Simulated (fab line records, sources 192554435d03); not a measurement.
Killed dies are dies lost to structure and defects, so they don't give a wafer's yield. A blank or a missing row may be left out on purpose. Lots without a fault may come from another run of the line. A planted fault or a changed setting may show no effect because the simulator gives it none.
A struck lot beside a sound one | flow n5_finfet | 17 steps out of a route of 1938
Sound: wafers L253.3, L253.4, L253.5. Struck: wafer L268.5. (L268.2, L268.6 of the same lot were not struck and are left out.) The cause comes at the end.
At each step with rows: each side's tool, then ch and its chambers, then its first start. Under that, the readings that differ: sound wafers | struck wafers | difference of the means | sigmas: that difference in standard deviations of wafers without a fault.
alike: readings whose means differ by less than 2 such deviations, and words and numbers that are the same on both sides. not compared: withheld readings, readings that some wafer has no value for, bounds like >300 that may hide the same value, and numbers for which the record gives no deviation and whose values overlap.
The two part at a step that has a row with sigmas, a row that says differs or no value, or rows on one side only. Numbers that don't overlap but have no deviation are shown without sigmas and don't part them. A reading that every wafer of one side lacks parts them only if that side has two wafers or more.

first, 8 steps without rows for these wafers: N5_PASSIVATION_HMDS_03 (time 60 s); N5_PASSIVATION_COAT_04; N5_PASSIVATION_EBR_06; N5_PASSIVATION_SOFTBAKE_05 (time 90 s); N5_PASSIVATION_EXPOSE_07 (exposes mask TV, defocus 0 nm, target cd 3000 nm); N5_PASSIVATION_PEB_08; N5_PASSIVATION_DEVELOP_09 (develop time 60 s); N5_PASSIVATION_HARDBAKE_11 (time 120 s).
N5_PASSIVATION_CD_MEAS_10: target cd 3000 nm.
  sound on cd_sem-01 ch 0, day 12 21:28; struck on cd_sem-03 ch 0, day 16 11:38
  alike: cd_nm
N5_PASSIVATION_OVL_MEAS_60:
  sound on overlay-02 ch 0, day 12 21:29; struck on overlay-02 ch 0, day 16 11:40
  alike: TV_OVL
N5_PASSIVATION_INSPECT_61: inspects for defects (macro).
  sound on defect_inspect-02, day 12 21:31; struck on defect_inspect-01, day 16 11:42
  alike: raw_defect_count
N5_PASSIVATION_DESCUM_12: chemistry O2, time 7.9 s.
  sound on rie_diel-06 ch 0,2, day 12 21:34; struck on rie_diel-06 ch 1, day 16 11:44
  reading                     | sound       | struck | difference | sigmas
  drypump_motor_current_A (A) | 5.0 5.0 5.3 | 5.9    | +0.8       | +2
  alike: oes_product_au, rf_vpp_V, showerhead_plenum_p_Torr, throttle_valve_pct
  not compared: rf_hours_counter_h
N5_PASSIVATION_PASS_ETCH_74: etches SiNx in CF4/O2, target depth 220 nm, time 110 s.
  sound on rie_diel-06 ch 0,2, day 12 21:38; struck on rie_diel-06 ch 1, day 16 11:48
  reading                         | sound             | struck | difference | sigmas
  drypump_motor_current_A (A)     | 5.0 5.1 5.3       | 6.0    | +0.9       | +3
  model.etch.depth_nm (nm)        | 232.7 230.8 233.3 | 191    | -41        |
  model.TV_OPEN.cd_offset_nm (nm) | -0.4 -0.8 -0.8    | 0.6    | +1.3       |
  alike: oes_product_au, rf_vpp_V, showerhead_plenum_p_Torr, throttle_valve_pct
  not compared: rf_hours_counter_h, model.coat_of_PASSIVATION_COAT_04.thk_nm
N5_PASSIVATION_VIA_ETCH_13: etches SiO2 in CHF3/O2, target depth 660 nm, time 330 s.
  sound on rie_diel-06 ch 0,2, day 12 21:43; struck on rie_diel-06 ch 1, day 16 11:53
  reading                     | sound       | struck | difference | sigmas
  drypump_motor_current_A (A) | 5.0 5.0 5.4 | 6.0    | +0.9       | +3
  alike: etch_rf_on_time_s, oes_product_au, rf_vpp_V, showerhead_plenum_p_Torr, throttle_valve_pct
  not compared: rf_hours_counter_h, model.coat_of_PASSIVATION_COAT_04.thk_nm
N5_PASSIVATION_STRIP_14: strips in O2.
  sound on rie_diel-06 ch 0,2, day 12 21:55; struck on rie_diel-06 ch 1, day 16 12:05
  reading                     | sound       | struck | difference | sigmas
  drypump_motor_current_A (A) | 5.0 5.1 5.4 | 6.0    | +0.8       | +3
  alike: oes_product_au, rf_vpp_V, showerhead_plenum_p_Torr, throttle_valve_pct
  not compared: rf_hours_counter_h
N5_PASSIVATION_ETCH_15: etches SiCN in CF4/N2, target depth 75 nm, time 81.2 s.
  sound on rie_diel-06 ch 0,2; struck on rie_diel-06 ch 1
  reading                         | sound       | struck | difference | sigmas
  drypump_motor_current_A (A)     | 5.0 5.0 5.3 | 6.0    | +0.9       | +3
  model.TV_OPEN.cd_offset_nm (nm) | 1.4 1 1     | 2.6    | +1.5       |
  alike: oes_product_au, rf_vpp_V, showerhead_plenum_p_Torr, throttle_valve_pct
  not compared: rf_hours_counter_h
then, 1 step without rows for these wafers: N5_PASSIVATION_STRIP_73 (strips in post etch residue remover, time 60 s).

WHERE THEY PART
First at N5_PASSIVATION_DESCUM_12; last, within this record, at N5_PASSIVATION_ETCH_15.

WHY: what the simulator had put in
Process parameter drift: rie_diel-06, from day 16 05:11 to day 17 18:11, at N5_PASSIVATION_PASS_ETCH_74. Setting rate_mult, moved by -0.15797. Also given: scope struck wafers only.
